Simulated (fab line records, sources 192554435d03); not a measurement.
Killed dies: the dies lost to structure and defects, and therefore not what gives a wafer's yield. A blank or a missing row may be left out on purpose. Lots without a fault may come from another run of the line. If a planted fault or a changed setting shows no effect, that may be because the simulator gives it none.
Split-lot trial | flow n5Finfet | 21 wafers read from 7 lots, route of 1938 steps

THE SPLIT ITSELF
At N5_FIN_SAQP_COAT_10 (resist thk 90 nm), the setting spinRpm was moved away from the recipe's 1500 rpm on 7 of the 21 wafers read, by -8.2% to +9.1%. For the rest of the wafers, this setting stayed at what the recipe calls for.

FROM THE SPLIT TO THE READING: what the file shows between them, 2 steps
- N5_FIN_SAQP_EBR_12
- N5_FIN_SAQP_SOFTBAKE_11: time 60 s

THE READING
CAR-ArF_of_FIN_SAQP_COAT_10.thkNm (the simulator's own value, which no gauge read), in nm, at N5_FIN_SAQP_DESCUM_21 (chemistry O2, time 7.9 s). The file gives no usual value for it. Across the 14 wafers here that went through the recipe, the average is 83.42 nm and the standard deviation 0.21 nm.

wafer  | tool, chamber at the split | spinRpm as run, rpm | against the recipe | CAR-ArF_of_FIN_SAQP_COAT_10.thkNm, nm | against lot-mates on the recipe
L076.1 | lithoTrack-04, 0           | 1500                | recipe             | 83.43                                 | -
L076.2 | lithoTrack-04, 0           | 1500                | recipe             | 83.3                                  | -
L076.6 | lithoTrack-04, 0           | 1500                | recipe             | 83.97                                 | -
L078.1 | lithoTrack-03, 0           | 1636                | +9.1%              | 79.49                                 | -3.96
L078.4 | lithoTrack-03, 0           | 1636                | +9.1%              | 79.64                                 | -3.81
L078.5 | lithoTrack-03, 0           | 1500                | recipe             | 83.45                                 | -
L081.3 | lithoTrack-03, 0           | 1500                | recipe             | 83.63                                 | -
L081.4 | lithoTrack-03, 0           | 1550                | +3.3%              | 82.25                                 | -1.34
L081.6 | lithoTrack-03, 0           | 1500                | recipe             | 83.54                                 | -
L084.1 | lithoTrack-02, 0           | 1500                | recipe             | 83.22                                 | -
L084.4 | lithoTrack-02, 0           | 1500                | recipe             | 83.51                                 | -
L084.6 | lithoTrack-02, 0           | 1500                | recipe             | 83.26                                 | -
L085.2 | lithoTrack-02, 0           | 1413                | -5.8%              | 86.19                                 | +2.97
L085.5 | lithoTrack-02, 0           | 1500                | recipe             | 83.01                                 | -
L085.6 | lithoTrack-02, 0           | 1500                | recipe             | 83.43                                 | -
L088.1 | lithoTrack-03, 0           | 1500                | recipe             | 83.43                                 | -
L088.5 | lithoTrack-03, 0           | 1377                | -8.2%              | 87.17                                 | +3.74
L088.6 | lithoTrack-03, 0           | 1377                | -8.2%              | 87.32                                 | +3.89
L090.1 | lithoTrack-02, 0           | 1500                | recipe             | 83.45                                 | -
L090.2 | lithoTrack-02, 0           | 1589                | +5.9%              | 80.8                                  | -2.58
L090.5 | lithoTrack-02, 0           | 1500                | recipe             | 83.3                                  | -

THE FIT
A straight line over all 21 wafers: CAR-ArF_of_FIN_SAQP_COAT_10.thkNm changes by -0.445 nm for each +1% of spinRpm; r = -0.99; the points scatter about the line by 0.21 nm.
The same after taking each lot's own level away (the mean of its wafers on the recipe; 21 wafers): -0.449 nm for each +1%; r = -1.00; scatter 0.18 nm.
Per that fit: largest spinRpm move, reading shift of 4.1 nm.
Across the lots, their own levels run from 83.220 to 83.585 nm, a range of 1.7 times the standard deviation given above.
Hence the lot-to-lot level has little effect on the slope; both slopes agree.
Check: with one of the wafers moved furthest among these (+9.1%) left out of the fit, the line predicts -4.03 nm for it against its lot-mates. It came out at -3.96 nm against them.

OTHER SPLITS ON THESE WAFERS
Note: prior to the reading, these wafers also went through further splits. Each is held against what the fit with the lots' levels taken away leaves over:
other split on the same wafers | wafers away from the commonest value | r with CAR-ArF_of_FIN_SAQP_COAT_10.thkNm (lot level and that fit taken away)
N5_FIN_SAQP_PECVD_48 timeS     | 12                                   | -0.15

THE WHOLE CHAIN: every reading that the file lists as answering this split, in the file's order
step                  | what it does             | reading                                                                            | change (the file's fit)               | r (the file's)
N5_FIN_SAQP_COAT_10   | resist thk 90 nm         | CAR-ArF_of_FIN_SAQP_COAT_10.thkNm (the simulator's own value, which no gauge read) | -0.444 nm for each +1% of the setting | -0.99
N5_FIN_SAQP_DESCUM_21 | chemistry O2, time 7.9 s | CAR-ArF_of_FIN_SAQP_COAT_10.thkNm (the simulator's own value, which no gauge read) | -0.451 nm for each +1% of the setting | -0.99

THE FILE'S OWN FIT
CAR-ArF_of_FIN_SAQP_COAT_10.thkNm changes by -0.451 nm for each +1% of spinRpm, r = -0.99.
